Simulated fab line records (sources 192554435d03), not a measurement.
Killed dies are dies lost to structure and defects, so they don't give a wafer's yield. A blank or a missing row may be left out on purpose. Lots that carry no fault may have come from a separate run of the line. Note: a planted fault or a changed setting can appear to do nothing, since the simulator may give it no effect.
Which tool did it?	flow n5_finfet	Sampling: 24 lots, 72 wafers, 6 of 1938 route steps

== WHAT THE GAUGES SHOWED, per wafer ==
N5_BEOL_M5_CD_MEAS_35: target cd 28 nm, target cd y 24 nm.
lot	measured	on	cd_nm (nm)
L074	day 8 12:47	cd_sem-02	27.8 27.7 27.7
L076	day 8 15:26	cd_sem-01	28.3 28.3 28.0
L075	day 8 22:56	cd_sem-01	27.6 27.8 27.5
L077	day 9 04:01	cd_sem-03	27.6 27.7 27.5
L078	day 9 06:29	cd_sem-02	28.3 27.8 28.2
L079	day 9 17:31	cd_sem-02	27.9 27.9 27.5
L080	day 9 20:58	cd_sem-01	28.4 28.5 28.8
L081	day 10 08:09	cd_sem-03	28.6 28.3 28.2
L083	day 10 11:07	cd_sem-01	28.5 28.2 28.0
L082	day 10 17:22	cd_sem-02	28.0 28.2 28.2
L084	day 10 20:28	cd_sem-01	27.9 28.3 27.7
L085	day 11 14:21	cd_sem-02	28.6 28.3 28.2
L086	day 11 17:21	cd_sem-02	27.7 27.5 28.3
L088	day 11 17:41	cd_sem-01	28.5 28.2 28.1
L087	day 11 20:07	cd_sem-02	28.1 28.3 28.0
L091	day 12 00:08	cd_sem-02	28.2 28.2 28.2
L090	day 12 04:17	cd_sem-01	28.0 28.3 28.4
L089	day 12 06:56	cd_sem-01	28.0 28.9 28.2
L092	day 12 22:26	cd_sem-02	27.6 27.4 28.3
L093	day 13 04:32	cd_sem-02	28.1 28.1 27.9
L094	day 13 07:49	cd_sem-01	27.9 28.3 27.9
L095	day 13 10:21	cd_sem-03	27.4 28.3 27.6
L097	day 14 03:36	cd_sem-03	28.6 28.7 28.3
L096	day 14 03:59	cd_sem-03	27.5 27.6 27.5

== TOOL THAT RAN EACH LOT (tool first, then ch and the chambers of the sampled wafers, then the start) ==
lot	N5_BEOL_M4_ANNEAL_95	N5_BEOL_M4_SPUTTER_96	N5_BEOL_M5_HM_DEP_02	N5_BEOL_M5_ETCH_41	N5_BEOL_M5_STRIP_91
L074	pvd_sputter-02, day 8 06:18	pvd_sputter-02, day 8 06:26	pvd_sputter-03, day 8 10:29	rie_diel-01 ch 1,3, day 8 12:47 or earlier	rie_diel-01 ch 1,3, day 8 12:47 or earlier
L076	pvd_sputter-03, day 8 09:43	pvd_sputter-03, day 8 09:51	pvd_sputter-03, day 8 13:29	rie_diel-05 ch 0,1,2, day 8 15:26 or earlier	rie_diel-05 ch 0,1,2, day 8 15:26 or earlier
L075	pvd_sputter-01, day 8 14:37	pvd_sputter-01, day 8 14:45	pvd_sputter-03, day 8 20:34	rie_diel-05 ch 0,1,3, day 8 22:56 or earlier	rie_diel-05 ch 0,1,3, day 8 22:56 or earlier
L077	pvd_sputter-03, day 8 20:20	pvd_sputter-03, day 8 20:29	pvd_sputter-01, day 9 00:23	rie_diel-01 ch 1,2,3, day 9 04:01 or earlier	rie_diel-01 ch 1,2,3, day 9 04:01 or earlier
L078	pvd_sputter-01, day 8 23:53	pvd_sputter-01, day 9 00:01	pvd_sputter-01, day 9 04:18	rie_diel-01 ch 2,3, day 9 06:29 or earlier	rie_diel-01 ch 2,3, day 9 06:29 or earlier
L079	pvd_sputter-03, day 9 08:37	pvd_sputter-03, day 9 08:45	pvd_sputter-02, day 9 13:07	rie_diel-01 ch 2,3, day 9 17:31 or earlier	rie_diel-01 ch 2,3, day 9 17:31 or earlier
L080	pvd_sputter-02, day 9 12:41	pvd_sputter-02, day 9 12:50	pvd_sputter-01, day 9 17:38	rie_diel-04 ch 1,3, day 9 20:58 or earlier	rie_diel-04 ch 1,3, day 9 20:58 or earlier
L081	pvd_sputter-01, day 10 02:28	pvd_sputter-01, day 10 02:36	pvd_sputter-03, day 10 05:32	rie_diel-04 ch 0,2, day 10 08:09 or earlier	rie_diel-04 ch 0,2, day 10 08:09 or earlier
L083	pvd_sputter-03, day 10 04:41	pvd_sputter-03, day 10 04:50	pvd_sputter-03, day 10 08:16	rie_diel-01 ch 1,3, day 10 11:07 or earlier	rie_diel-01 ch 1,3, day 10 11:07 or earlier
L082	pvd_sputter-03, day 10 10:42	pvd_sputter-03, day 10 10:50	pvd_sputter-01, day 10 14:22	rie_diel-04 ch 0,3, day 10 17:22 or earlier	rie_diel-04 ch 0,3, day 10 17:22 or earlier
L084	pvd_sputter-02, day 10 13:49	pvd_sputter-02, day 10 13:58	pvd_sputter-01, day 10 18:13	rie_diel-01 ch 1,3, day 10 20:28 or earlier	rie_diel-01 ch 1,3, day 10 20:28 or earlier
L085	pvd_sputter-03, day 11 05:38	pvd_sputter-03, day 11 05:46	pvd_sputter-01, day 11 10:17	rie_diel-01 ch 1,2,3, day 11 14:21 or earlier	rie_diel-01 ch 1,2,3, day 11 14:21 or earlier
L086	pvd_sputter-01, day 11 09:47	pvd_sputter-01, day 11 09:56	pvd_sputter-02, day 11 13:49	rie_diel-05 ch 0,1,2, day 11 17:21 or earlier	rie_diel-05 ch 0,1,2, day 11 17:21 or earlier
L088	pvd_sputter-02, day 11 10:08	pvd_sputter-02, day 11 10:16	pvd_sputter-02, day 11 13:55	rie_diel-01 ch 0,1,3, day 11 17:41 or earlier	rie_diel-01 ch 0,1,3, day 11 17:41 or earlier
L087	pvd_sputter-02, day 11 13:18	pvd_sputter-02, day 11 13:26	pvd_sputter-01, day 11 16:11	rie_diel-01 ch 0,3, day 11 20:07 or earlier	rie_diel-01 ch 0,3, day 11 20:07 or earlier
L091	pvd_sputter-01, day 11 15:19	pvd_sputter-01, day 11 15:27	pvd_sputter-01, day 11 18:46	rie_diel-01 ch 0,1,2, day 12 00:08 or earlier	rie_diel-01 ch 0,1,2, day 12 00:08 or earlier
L090	pvd_sputter-01, day 11 18:20	pvd_sputter-01, day 11 18:29	pvd_sputter-02, day 12 00:25	rie_diel-04 ch 0,1,3, day 12 04:17 or earlier	rie_diel-04 ch 0,1,3, day 12 04:17 or earlier
L089	pvd_sputter-03, day 11 23:19	pvd_sputter-03, day 11 23:27	pvd_sputter-01, day 12 03:23	rie_diel-04 ch 0,1, day 12 06:56 or earlier	rie_diel-04 ch 0,1, day 12 06:56 or earlier
L092	pvd_sputter-03, day 12 16:55	pvd_sputter-03, day 12 17:04	pvd_sputter-01, day 12 20:29	rie_diel-05 ch 0,1, day 12 22:26 or earlier	rie_diel-05 ch 0,1, day 12 22:26 or earlier
L093	pvd_sputter-02, day 12 18:59	pvd_sputter-02, day 12 19:08	pvd_sputter-03, day 12 23:31	rie_diel-04 ch 0,1,3, day 13 04:32 or earlier	rie_diel-04 ch 0,1,3, day 13 04:32 or earlier
L094	pvd_sputter-02, day 12 23:26	pvd_sputter-02, day 12 23:34	pvd_sputter-01, day 13 04:44	rie_diel-04 ch 1,2,3, day 13 07:49 or earlier	rie_diel-04 ch 1,2,3, day 13 07:49 or earlier
L095	pvd_sputter-02, day 13 04:10	pvd_sputter-02, day 13 04:18	pvd_sputter-03, day 13 08:16	rie_diel-04 ch 0,1, day 13 10:21 or earlier	rie_diel-04 ch 0,1, day 13 10:21 or earlier
L097	pvd_sputter-01, day 13 20:37	pvd_sputter-01, day 13 20:46	pvd_sputter-01, day 14 00:22	rie_diel-05 ch 1,2,3, day 14 03:36 or earlier	rie_diel-05 ch 1,2,3, day 14 03:36 or earlier
L096	pvd_sputter-03, day 13 20:44	pvd_sputter-03, day 13 20:52	pvd_sputter-02, day 14 00:28	rie_diel-05 ch 0,1, day 14 03:59 or earlier	rie_diel-05 ch 0,1, day 14 03:59 or earlier
- N5_BEOL_M4_ANNEAL_95: time 240 s.
- N5_BEOL_M4_SPUTTER_96: material Cu, target thk 4.5 nm, time 8.29 s.
- N5_BEOL_M5_HM_DEP_02: deposits TiN, target thk 20 nm.
- N5_BEOL_M5_ETCH_41: etches SiCN in CH3F/O2, target depth 31.5 nm, time 56.7 s.
- N5_BEOL_M5_STRIP_91: strips in N2/H2, time 10 s.

== AS READ BY THE TOOLS THEMSELVES (means over the sampled wafers that have a number; for cases with no such wafer, the mark the record gives instead) ==
N5_BEOL_M4_ANNEAL_95.
lot	tool	heater_power_w (W)
L074	pvd_sputter-02	836
L076	pvd_sputter-03	890
L075	pvd_sputter-01	824
L077	pvd_sputter-03	814
L078	pvd_sputter-01	811
L079	pvd_sputter-03	842
L080	pvd_sputter-02	882
L081	pvd_sputter-01	806
L083	pvd_sputter-03	868
L082	pvd_sputter-03	827
L084	pvd_sputter-02	692
L085	pvd_sputter-03	741
L086	pvd_sputter-01	829
L088	pvd_sputter-02	838
L087	pvd_sputter-02	752
L091	pvd_sputter-01	801
L090	pvd_sputter-01	828
L089	pvd_sputter-03	864
L092	pvd_sputter-03	747
L093	pvd_sputter-02	696
L094	pvd_sputter-02	836
L095	pvd_sputter-02	845
L097	pvd_sputter-01	809
L096	pvd_sputter-03	784

N5_BEOL_M4_SPUTTER_96.
lot	tool	throttle_valve_pct (%)
L074	pvd_sputter-02	30.0
L076	pvd_sputter-03	29.4
L075	pvd_sputter-01	30.3
L077	pvd_sputter-03	29.8
L078	pvd_sputter-01	30.0
L079	pvd_sputter-03	30.1
L080	pvd_sputter-02	29.8
L081	pvd_sputter-01	30.4
L083	pvd_sputter-03	30.3
L082	pvd_sputter-03	29.8
L084	pvd_sputter-02	30.3
L085	pvd_sputter-03	29.8
L086	pvd_sputter-01	30.3
L088	pvd_sputter-02	29.9
L087	pvd_sputter-02	30.3
L091	pvd_sputter-01	30.2
L090	pvd_sputter-01	29.9
L089	pvd_sputter-03	30.5
L092	pvd_sputter-03	30.0
L093	pvd_sputter-02	30.5
L094	pvd_sputter-02	29.9
L095	pvd_sputter-02	30.0
L097	pvd_sputter-01	30.1
L096	pvd_sputter-03	30.6

N5_BEOL_M5_HM_DEP_02.
lot	tool	throttle_valve_pct (%)
L074	pvd_sputter-03	29.7
L076	pvd_sputter-03	29.8
L075	pvd_sputter-03	30.1
L077	pvd_sputter-01	30.2
L078	pvd_sputter-01	30.5
L079	pvd_sputter-02	30.4
L080	pvd_sputter-01	30.0
L081	pvd_sputter-03	30.3
L083	pvd_sputter-03	30.1
L082	pvd_sputter-01	30.2
L084	pvd_sputter-01	29.8
L085	pvd_sputter-01	30.3
L086	pvd_sputter-02	29.6
L088	pvd_sputter-02	30.5
L087	pvd_sputter-01	30.2
L091	pvd_sputter-01	30.3
L090	pvd_sputter-02	30.4
L089	pvd_sputter-01	29.9
L092	pvd_sputter-01	30.4
L093	pvd_sputter-03	30.1
L094	pvd_sputter-01	30.5
L095	pvd_sputter-03	29.8
L097	pvd_sputter-01	30.4
L096	pvd_sputter-02	30.2

N5_BEOL_M5_ETCH_41.
lot	tool	CH3F_flow_sccm (sccm)	chamber_pressure_mTorr (mTorr)	drypump_motor_current_A (A)	oes_product_au (a.u.)	rf_vpp_V (V)	showerhead_plenum_p_Torr (Torr)	throttle_valve_pct (%)
L074	rie_diel-01	29.87	29.996	6.2	0.82	296.3	1.97	16.12
L076	rie_diel-05	30.04	30.002	5.8	0.84	297.0	2.00	16.34
L075	rie_diel-05	30.00	29.983	6.1	0.81	297.0	2.01	16.32
L077	rie_diel-01	30.04	30.005	5.8	0.80	297.3	1.97	16.26
L078	rie_diel-01	29.88	29.994	5.7	0.78	297.2	2.00	16.35
L079	rie_diel-01	30.00	30.012	5.4	0.79	296.9	1.96	16.40
L080	rie_diel-04	30.11	30.005	5.8	0.88	299.8	2.12	16.21
L081	rie_diel-04	29.94	29.992	5.4	0.84	297.8	2.09	16.09
L083	rie_diel-01	30.01	29.979	6.2	0.80	296.6	1.97	16.17
L082	rie_diel-04	30.08	30.007	5.3	0.80	297.1	2.04	16.23
L084	rie_diel-01	29.98	30.012	6.2	0.78	296.3	1.97	16.16
L085	rie_diel-01	29.95	29.991	5.8	0.78	295.6	1.96	16.30
L086	rie_diel-05	30.08	29.990	5.8	0.80	296.9	1.99	16.39
L088	rie_diel-01	29.98	30.000	6.1	0.76	297.0	2.00	16.25
L087	rie_diel-01	30.07	30.002	6.0	0.74	296.9	2.03	16.33
L091	rie_diel-01	30.01	29.970	5.8	0.77	297.0	1.98	16.29
L090	rie_diel-04	30.00	29.989	5.5	0.82	299.0	2.07	16.24
L089	rie_diel-04	30.04	30.003	5.6	0.79	298.9	2.06	16.32
L092	rie_diel-05	29.91	29.982	6.0	0.82	297.1	2.00	16.32
L093	rie_diel-04	29.95	29.983	5.6	0.81	298.3	2.07	16.26
L094	rie_diel-04	29.98	30.021	5.7	0.85	299.5	2.11	16.15
L095	rie_diel-04	29.93	29.983	5.3	0.75	298.0	2.03	16.35
L097	rie_diel-05	30.02	29.999	5.9	0.83	297.8	1.99	16.31
L096	rie_diel-05	30.06	30.004	6.0	0.79	296.8	1.96	16.43

N5_BEOL_M5_STRIP_91.
lot	tool	chamber_pressure_mTorr (mTorr)	drypump_motor_current_A (A)	oes_product_au (a.u.)	rf_vpp_V (V)	showerhead_plenum_p_Torr (Torr)	throttle_valve_pct (%)
L074	rie_diel-01	19.998	6.2	0.82	58.6	2.50	23.48
L076	rie_diel-05	20.002	5.8	0.85	59.5	2.54	23.78
L075	rie_diel-05	20.001	6.1	0.81	58.8	2.55	23.69
L077	rie_diel-01	20.008	5.8	0.81	59.2	2.48	23.53
L078	rie_diel-01	20.007	5.7	0.79	59.5	2.50	23.39
L079	rie_diel-01	19.999	5.5	0.78	59.2	2.47	23.57
L080	rie_diel-04	19.985	5.8	0.88	59.5	2.69	23.61
L081	rie_diel-04	19.998	5.4	0.84	60.3	2.63	23.14
L083	rie_diel-01	20.018	6.2	0.80	58.6	2.49	23.51
L082	rie_diel-04	20.007	5.3	0.81	59.7	2.57	23.34
L084	rie_diel-01	20.015	6.2	0.80	58.3	2.49	23.50
L085	rie_diel-01	19.986	5.8	0.78	59.5	2.47	23.55
L086	rie_diel-05	20.008	5.8	0.81	59.6	2.53	23.80
L088	rie_diel-01	19.984	6.1	0.76	60.1	2.53	23.52
L087	rie_diel-01	20.020	6.0	0.74	59.1	2.55	23.39
L091	rie_diel-01	20.000	5.8	0.76	58.9	2.51	23.69
L090	rie_diel-04	19.985	5.6	0.82	59.8	2.62	23.49
L089	rie_diel-04	20.007	5.6	0.79	59.6	2.62	23.62
L092	rie_diel-05	20.018	6.0	0.84	59.6	2.54	23.77
L093	rie_diel-04	19.993	5.5	0.81	59.1	2.62	23.50
L094	rie_diel-04	20.000	5.7	0.85	58.7	2.68	23.40
L095	rie_diel-04	20.005	5.4	0.76	58.9	2.56	23.49
L097	rie_diel-05	19.999	5.9	0.83	59.5	2.53	23.65
L096	rie_diel-05	19.995	6.0	0.78	59.4	2.48	23.72

== THE ANSWER, worked out from the rows above alone ==
Rule: usual is defined by the lots themselves. The widest of any qualifying gaps counts: lots, ordered by their means at a reading, are off when they make up no more than a third of the lots, leave a main group of 4 or more, and stand apart from it by 3 or more times the standard deviation of that group's means. If all means in a main group match to the digits the tables above print for the reading, that group is not used. A lot without any number at a reading at which 4 lots or more have one is off too. Any other lot the step has rows for is counted as sound. The gauges are gone through in route order, then the tools' own readings, and for those a lot's mean is taken as printed above. The first step at which some lot is off is used, and at that step the reading that is off furthest; a lot without a number counts as furthest.
None of the lots is off at any reading shown; this tells nothing.

== WHAT THE SIMULATOR HAD INSERTED ==
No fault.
